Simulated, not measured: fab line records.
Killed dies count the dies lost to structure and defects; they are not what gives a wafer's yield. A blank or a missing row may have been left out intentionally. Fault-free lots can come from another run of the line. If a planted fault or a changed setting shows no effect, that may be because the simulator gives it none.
Matching of chambers | flow n5-finfet | N5_BEOL_M0_SAQP_STRIP_75 on rie-diel-02: 4 sister chambers
The step strips in CF4. 4 wafers are shown with their chamber, then 8 later ones without.

== WAFERS, EACH WITH ITS CHAMBER ==
wafer  | chamber | throttle-valve-pct (%)
L088.3 | 2       | 13.85
L088.5 | 0       | 14.00
L088.6 | 1       | 13.43
L091.1 | 3       | 13.09

== WAFERS WITH NO CHAMBER GIVEN ==
wafer  | throttle-valve-pct (%)
L091.2 | 14.01
L091.6 | 14.04
L093.1 | 13.89
L093.2 | 13.09
L093.3 | 13.48
L095.1 | 13.11
L095.3 | 13.88
L095.6 | 13.11

== EACH ONE'S CHAMBER ==
wafer  | from the rows above | in truth
L091.2 | 0                   | 0
L091.6 | 0                   | 0
L093.1 | 2                   | 2
L093.2 | 3                   | 3
L093.3 | 1                   | 1
L095.1 | 3                   | 3
L095.3 | 2                   | 2
L095.6 | 3                   | 3
Placed correctly: 8 of 8. From these rows, 0 cannot be placed. 0 placed wrongly.
How it was worked out, from the rows above alone: a wafer's distance from a chamber is the root of the sum, over the readings, of the square of ((its reading less the chamber's mean) divided by the reading's scatter). If the next closest chamber is less than 2 further off than the closest, the wafer can't be placed; otherwise it belongs to the closest. For every chamber, the mean is computed from those of its wafers that are shown. The scatter: with one shown wafer a chamber, the root of the mean of the squares of how far each hidden wafer lies from its nearest shown one.
